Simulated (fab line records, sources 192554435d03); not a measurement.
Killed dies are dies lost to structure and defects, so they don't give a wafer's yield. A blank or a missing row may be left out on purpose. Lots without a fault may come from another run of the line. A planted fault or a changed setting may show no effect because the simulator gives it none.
Split-lot experiment | flow n5_finfet | 7 lots, 21 wafers read, on a route of 1938 steps

THE SPLIT
At N5_BEOL_M5_ETCH_72 (etches underlayer in N2/H2, target depth 6.5 nm, time 5.2 s), the setting bias_w was moved away from the recipe's 150 W on 5 of the 21 wafers read, by -17.4% to +14.6%. The other wafers ran this setting at the recipe's value.

The reading is taken at the split's own step.

THE READING
rf_vpp_V, in V, at N5_BEOL_M5_ETCH_72 (etches underlayer in N2/H2, target depth 6.5 nm, time 5.2 s). Fault-free wafers of this fab line usually give 524.9 V, standard deviation 2.3 V.

wafer  | tool, chamber at the split | bias_w as run, W | against the recipe | rf_vpp_V, V | against lot-mates on the recipe
L080.1 | rie_diel-03, 1             | 150              | recipe             | 528.1       | -
L080.4 | rie_diel-03, 2             | 150              | recipe             | 522.1       | -
L080.5 | rie_diel-03, 2             | 150              | recipe             | 518.5       | -
L083.3 | rie_diel-02, 1             | 132.1            | -11.9%             | 485.0       | -41.2
L083.4 | rie_diel-02, 3             | 150              | recipe             | 529.0       | -
L083.6 | rie_diel-02, 1             | 150              | recipe             | 523.5       | -
L087.2 | rie_diel-02, 1             | 150              | recipe             | 522.4       | -
L087.3 | rie_diel-02, 0             | 150              | recipe             | 524.9       | -
L087.5 | rie_diel-02, 3             | 150              | recipe             | 527.7       | -
L091.2 | rie_diel-01, 0             | 123.9            | -17.4%             | 466.4       | -55.5
L091.5 | rie_diel-01, 3             | 150              | recipe             | 521.9       | -
L091.6 | rie_diel-01, 0             | 123.9            | -17.4%             | 464.2       | -57.7
L095.3 | rie_diel-03, 1             | 150              | recipe             | 527.0       | -
L095.4 | rie_diel-03, 0             | 150              | recipe             | 523.9       | -
L095.5 | rie_diel-03, 0             | 150              | recipe             | 524.5       | -
L096.1 | rie_diel-01, 3             | 150              | recipe             | 522.9       | -
L096.3 | rie_diel-01, 0             | 171.9            | +14.6%             | 574.8       | +47.8
L096.6 | rie_diel-01, 1             | 150              | recipe             | 531.2       | -
L097.4 | rie_diel-02, 2             | 150              | recipe             | 522.4       | -
L097.5 | rie_diel-02, 0             | 131              | -12.7%             | 481.1       | -44.3
L097.6 | rie_diel-02, 3             | 150              | recipe             | 528.4       | -

THE FIT
A straight line over all 21 wafers: rf_vpp_V changes by +3.42 V for each +1% of bias_w; r = +0.99; the points scatter about the line by 3 V.
The same after taking each lot's own level away (the mean of its wafers on the recipe; 21 wafers): +3.31 V for each +1%; r = +0.99; scatter 2.8 V.
On that fit, the largest move of bias_w shifts the reading by 58 V.
The lots' own levels span 521.90 to 527.05 V, that is 2.2 times the standard deviation above.
So the lot-to-lot level changes the slope little: the two slopes agree.
Check: with one of the wafers moved furthest among these (-17.4%) left out of the fit, the line predicts -58.6 V for it against its lot-mates. It came out at -55.5 V against them.
Tool readings at the split's step, against how far the setting was moved: rf_vpp_V r = +0.99.

OTHER SPLITS ON THESE WAFERS
These wafers also went through other splits before the reading. Each is held against what the fit with the lots' levels taken away leaves over:
other split on the same wafers     | wafers away from the commonest value | r with rf_vpp_V (lot level and that fit taken away)
N5_BEOL_M3_TRENCH_ETCH_37 source_w | 8                                    | +0.02
N5_BEOL_M4_DESCUM_33 time_s        | 4                                    | -0.26
N5_BEOL_M4_TRENCH_ETCH_37 time_s   | 5                                    | +0.19

THE FILE'S OWN FIT
rf_vpp_V changes by +3.34 V for each +1% of bias_w, r = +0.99.
